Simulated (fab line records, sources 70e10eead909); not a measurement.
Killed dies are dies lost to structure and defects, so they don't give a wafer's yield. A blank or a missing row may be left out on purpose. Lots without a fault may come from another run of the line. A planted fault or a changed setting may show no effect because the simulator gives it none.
Chamber matching | flow nand_harc | NHARC_P_M0_CMP_23 on cmp-03: 4 sister chambers
The step polishes, t overpolish 20 s, target thk 117.54 nm. 4 wafers are shown with their chamber, then 8 later ones without.

WAFERS WITH THEIR CHAMBER
wafer  | chamber | motor_current_A (A)
L084.1 | 1       | 13.3
L085.1 | 2       | 12.7
L085.5 | 3       | 11.1
L092.4 | 0       | 13.2

WAFERS WITHOUT THEIR CHAMBER
wafer  | motor_current_A (A)
L092.5 | 12.6
L092.6 | 13.0
L094.1 | 13.7
L094.3 | 13.2
L094.4 | 12.2
L096.2 | 13.6
L096.5 | 13.3
L096.6 | 12.6

WHICH CHAMBER EACH WENT THROUGH
wafer  | from the rows above          | in truth
L092.5 | can't be placed: 2 or 0      | 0
L092.6 | can't be placed: 0 or 1 or 2 | 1
L094.1 | can't be placed: 1 or 0      | 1
L094.3 | can't be placed: 0 or 1 or 2 | 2
L094.4 | can't be placed: 2 or 0      | 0
L096.2 | can't be placed: 1 or 0      | 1
L096.5 | can't be placed: 1 or 0      | 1
L096.6 | can't be placed: 2 or 0      | 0
Placed correctly: 0 of 8. Can't be placed from these rows: 8 (the true chamber is among the candidates in 8). Placed wrongly: 0.
How it was worked out, from the rows above alone: a wafer's distance from a chamber is the root of the sum, over the readings, of the square of ((its reading less the chamber's mean) divided by the reading's scatter). The wafer belongs to the nearest chamber; if the next one is less than 2 further off, it can't be placed. A chamber's mean is the mean of its shown wafers. The scatter: with one shown wafer a chamber, the root of the mean of the squares of how far each hidden wafer lies from its nearest shown one.
